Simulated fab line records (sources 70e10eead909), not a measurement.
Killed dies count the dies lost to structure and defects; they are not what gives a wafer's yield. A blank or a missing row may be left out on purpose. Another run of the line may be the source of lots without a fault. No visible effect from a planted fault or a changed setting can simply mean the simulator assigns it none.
Check of tool commonality ; flow nand-harc ; 1 lot, 3 wafers sampled

REASON FOR OPENING
At NHARC_END_SORT_01 the reading killed-at-periphery is flagged on 1 of 1 lot. Fault-free wafers read 3.6, with a standard deviation of 2.3.
Rule: flag the lot when none of its wafers has a number, or when each of its wafers that has one lies beyond 4 standard deviations from that mean. As for the other lots, they are considered sound.

lot;measured;on;killed-at-periphery, wafer by wafer;flag
L786;day 30 09:19;prober-02;608 601 585;FLAGGED
The numbers of the flagged lots are 598.0 on average: +594.4 against the usual, or +99 or more standard deviations.

EACH LOT AND THE TOOL IT RAN ON
The record holds 4 process steps before the reading, out of a route of 1302 steps. Cell contents, in order: the tool; ch with the chambers the sampled wafers went through; the start.
lot;flag;NHARC_P_ZERO_WELL_EXPOSE_49;NHARC_P_ZERO_WELL_DESCUM_54;NHARC_P_STI_ETCH_42;NHARC_P_STI_ETCH_15
L786;FLAGGED;krf-scanner-03 ch 0, day 7 21:45;rie-diel-09 ch 1,2,3, day 7 22:04;no row;no row
What the steps here do:
- NHARC_P_ZERO_WELL_EXPOSE_49: exposes mask P HVPW, target cd 2000 nm.
- NHARC_P_ZERO_WELL_DESCUM_54: chemistry O2, time 3 s.
- NHARC_P_STI_ETCH_42: etches the open film in N2/H2, target depth 80 nm, overetch 24 nm, time 61 s.
- NHARC_P_STI_ETCH_15: etches the open film in HBr/Cl2, target depth 300 nm, time 100.1 s.
- NHARC_END_SORT_01

FLAGGED AGAINST TOTAL, ONE TOOL AT A TIME (gauges that did the reading follow at the end)
step;tool;lots run;flagged;share of the flagged lots;sound lots run after its first flagged lot
NHARC_P_ZERO_WELL_EXPOSE_49;krf-scanner-03;1;1;all;0
NHARC_P_ZERO_WELL_DESCUM_54;rie-diel-09;1;1;all;0
NHARC_END_SORT_01;prober-02;1;1;all;0

WHAT IS ALLOWED BY THE TABLE
3 rows of the table ran every flagged lot: krf-scanner-03 at NHARC_P_ZERO_WELL_EXPOSE_49, rie-diel-09 at NHARC_P_ZERO_WELL_DESCUM_54, prober-02 at NHARC_END_SORT_01.
- krf-scanner-03 at NHARC_P_ZERO_WELL_EXPOSE_49: 1 of its 1 lot flagged. No sound lot ran on it before its first flagged lot in this sample; the start therefore can't be narrowed down.
- rie-diel-09 at NHARC_P_ZERO_WELL_DESCUM_54: 1 of its 1 lot flagged. No sound lot ran on it before its first flagged lot in this sample; the start therefore can't be narrowed down.
- prober-02 at NHARC_END_SORT_01: 1 of its 1 lot flagged. No sound lot ran on it before its first flagged lot in this sample; the start therefore can't be narrowed down.
Because each of these 3 tools fits a fault that began at some hour, counting lots does not separate them. More lots, or a look at what each step does to the wafer, might.

WHAT HAD BEEN PUT IN BY THE SIMULATOR
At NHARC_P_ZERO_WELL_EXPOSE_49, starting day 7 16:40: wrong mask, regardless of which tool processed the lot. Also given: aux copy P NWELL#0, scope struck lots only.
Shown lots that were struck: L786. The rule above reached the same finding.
